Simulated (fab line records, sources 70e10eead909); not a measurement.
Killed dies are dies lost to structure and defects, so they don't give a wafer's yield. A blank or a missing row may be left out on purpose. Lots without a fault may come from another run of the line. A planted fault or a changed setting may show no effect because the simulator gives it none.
One fault seen from 3 desks | flow nand_harc | each desk has only its own numbers; what lay behind them comes last

THE TOOL OWNER'S DESK: wet_bench-06
The tool's own readings at NHARC_A_ZERO_WELL_PRECLEAN_22 (cleans in SC1, time 60 s): means of the sampled wafers that have a number, for each lot that ran on this tool. A lot is out of limits, marked OUT, if its mean lies more than 4 standard deviations from the usual mean; the brackets give that distance.
Columns: A = bath_heat_duty_pct at NHARC_A_ZERO_WELL_PRECLEAN_22, usual 7.1 %; B = temp_c at NHARC_A_ZERO_WELL_PRECLEAN_22, usual 50.00 C
lot  | first seen here | A   | B
L702 | day 8 09:07     | 7.1 | 50.06
L705 | day 9 03:21     | 6.4 | 50.01
L708 | day 10 03:03    | 6.9 | 49.95
This desk's finding: nothing out of limits on any of the 3 lots.

THE DEFECT DESK
What the inspections along the route counted, lot by lot: means of the sampled wafers that have a number. A lot is out of limits, marked OUT, if its mean lies more than 4 standard deviations from the usual mean; the brackets give that distance.
Columns: A = raw_defect_count at NHARC_A_ZERO_WELL_INSPECT_17, usual 11
lot  | first seen here | A
L694 | day 6 04:24     | 12
L698 | day 7 14:06     | 10
L696 | day 7 14:37     | 10
L697 | day 7 14:56     | 14
L700 | day 7 23:01     | 8
L702 | day 8 09:28     | 13
L705 | day 9 03:41     | 1200 (+99 or more) OUT
L704 | day 9 06:09     | 9
L708 | day 10 03:23    | 1192 (+99 or more) OUT
L710 | day 10 22:20    | 8
L714 | day 11 15:01    | 9
L717 | day 12 05:47    | 8
This desk's finding: out of limits on L705, L708; first on L705, day 9 03:41 (raw_defect_count at NHARC_A_ZERO_WELL_INSPECT_17). In limits: L694, L698, L696, L697, L700, L702, L704, L710, L714, L717.

THE METROLOGY DESK
What the gauges read, lot by lot, whatever tool the lot ran on: means of the sampled wafers that have a number. A lot is out of limits, marked OUT, if its mean lies more than 4 standard deviations from the usual mean; the brackets give that distance.
Columns: A = thk_nm at NHARC_P_BONDPAD_THK_MEAS_33, usual 200.2 nm; B = overlay_x_nm at NHARC_P_BONDPAD_OVL_MEAS_38, usual 2 nm; C = overlay_y_nm at NHARC_P_BONDPAD_OVL_MEAS_38, usual 2 nm
lot  | first seen here | A     | B  | C
L694 | day 5 22:26     | 200.1 | -0 | 15
L698 | day 7 07:51     | 201.0 | 2  | 4
L696 | day 7 08:18     | 201.0 | 3  | -1
L697 | day 7 08:40     | 200.0 | 8  | -1
L700 | day 7 16:53     | 200.2 | 0  | 13
L702 | day 8 03:11     | 201.4 | 11 | -5
L705 | day 8 21:04     | 200.0 | -2 | 3
L704 | day 9 00:01     | 200.8 | -6 | -1
L708 | day 9 21:14     | 200.7 | 3  | -4
L710 | day 10 16:13    | 200.0 | 1  | -2
L714 | day 11 08:48    | 198.5 | 1  | 0
L717 | day 11 23:05    | 199.4 | -1 | -7
This desk's finding: nothing out of limits on any of the 12 lots.

PUT TOGETHER
The defect desk could have raised an alarm at day 9 03:41, on L705, L708.
The tool owner's desk saw nothing out of limits.
The metrology desk saw nothing out of limits.
The tool owner's desk has L705, L708 on record, within its limits.
The metrology desk has L705, L708 on record, within its limits.
Of the lots named, all ran NHARC_A_ZERO_WELL_PRECLEAN_22 on wet_bench-06.

WHAT THE SIMULATOR HAD PUT IN
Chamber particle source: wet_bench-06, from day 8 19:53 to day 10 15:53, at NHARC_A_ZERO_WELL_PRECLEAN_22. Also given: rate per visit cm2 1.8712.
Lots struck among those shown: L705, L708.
Hours from the fault's start to each desk's first reading out of limits: the defect desk, 8.
